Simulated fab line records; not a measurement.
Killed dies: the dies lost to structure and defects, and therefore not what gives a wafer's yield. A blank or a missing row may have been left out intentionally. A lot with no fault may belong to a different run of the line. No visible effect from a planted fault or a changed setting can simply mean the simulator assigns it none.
Split-lot study	flow n5-finfet	on a route of 1938 steps: 7 lots, 21 wafers read

## ON THE SPLIT
At N5_BEOL_M5_ETCH_72 (etches underlayer in N2/H2, target depth 6.5 nm, time 5.2 s), the setting bias-w was moved away from the recipe's 150 W on 7 of the 21 wafers read, by -14.3% to +13.3%. All remaining wafers had this setting at the recipe value.

The reading is taken at the split's own step.

## THE READING
rf-vpp-V, in V, at N5_BEOL_M5_ETCH_72 (etches underlayer in N2/H2, target depth 6.5 nm, time 5.2 s). Fault-free wafers of this fab line usually give 524.4 V, standard deviation 2.2 V.

wafer	tool, chamber at the split	bias-w as run, W	against the recipe	rf-vpp-V, V	against lot-mates on the recipe
L074.2	rie-diel-06, 2	128.6	-14.3%	476.4	-46.6
L074.5	rie-diel-06, 0	128.6	-14.3%	476.8	-46.2
L074.6	rie-diel-06, 3	150	recipe	523.0	-
L079.1	rie-diel-05, 0	150	recipe	525.9	-
L079.2	rie-diel-05, 3	150	recipe	522.4	-
L079.6	rie-diel-05, 2	150	recipe	525.5	-
L080.1	rie-diel-01, 3	150	recipe	527.4	-
L080.4	rie-diel-01, 2	170	+13.3%	566.3	+40.4
L080.5	rie-diel-01, 0	150	recipe	524.4	-
L084.1	rie-diel-01, 0	161.1	+7.4%	548.5	+27.2
L084.3	rie-diel-01, 2	161.1	+7.4%	548.1	+26.8
L084.6	rie-diel-01, 2	150	recipe	521.3	-
L087.4	rie-diel-06, 2	150	recipe	522.2	-
L087.5	rie-diel-06, 0	150	recipe	525.3	-
L087.6	rie-diel-06, 3	150	recipe	521.8	-
L088.2	rie-diel-01, 2	150	recipe	522.6	-
L088.4	rie-diel-01, 3	150	recipe	525.8	-
L088.5	rie-diel-01, 0	150	recipe	525.5	-
L091.1	rie-diel-01, 3	140.1	-6.6%	503.4	-22.0
L091.2	rie-diel-01, 0	150	recipe	525.4	-
L091.4	rie-diel-01, 1	140.1	-6.6%	503.1	-22.3

THE FIT
A straight line over all 21 wafers: rf-vpp-V changes by +3.26 V for each +1% of bias-w; r = +1.00; the points scatter about the line by 1.7 V.
The same after taking each lot's own level away (the mean of its wafers on the recipe; 21 wafers): +3.27 V for each +1%; r = +1.00; scatter 1.7 V.
The reading moves by 47 V for the largest change in bias-w, on that fit.
The span of the lots' own levels, 521.30 to 525.90 V, comes to 2.1 times the standard deviation stated above.
Consequently the slope shifts little with the lot-to-lot level, the two slopes agreeing.
Check: -46.6 V against its lot-mates is what the line predicts for one of the wafers moved furthest among these (-14.3%) when that wafer is left out of the fit. Against them it came out at -46.6 V.
Tool readings at the split's step, against how far the setting was moved: rf-vpp-V r = +1.00.

## THE OTHER SPLITS THESE WAFERS WENT THROUGH
Other splits were also applied to these wafers ahead of the reading. Each is held against what the fit with the lots' levels taken away leaves over:
other split on the same wafers	wafers away from the commonest value	r with rf-vpp-V (lot level and that fit taken away)
N5_BEOL_M4_DESCUM_16 time-s	9	+0.55
N5_BEOL_M4_ETCH_64 bias-w	6	-0.07
N5_BEOL_M5_EXPOSE_08 dose-mj	6	-0.17

## THE FILE'S OWN FIT
rf-vpp-V changes by +3.23 V for each +1% of bias-w, r = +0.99.
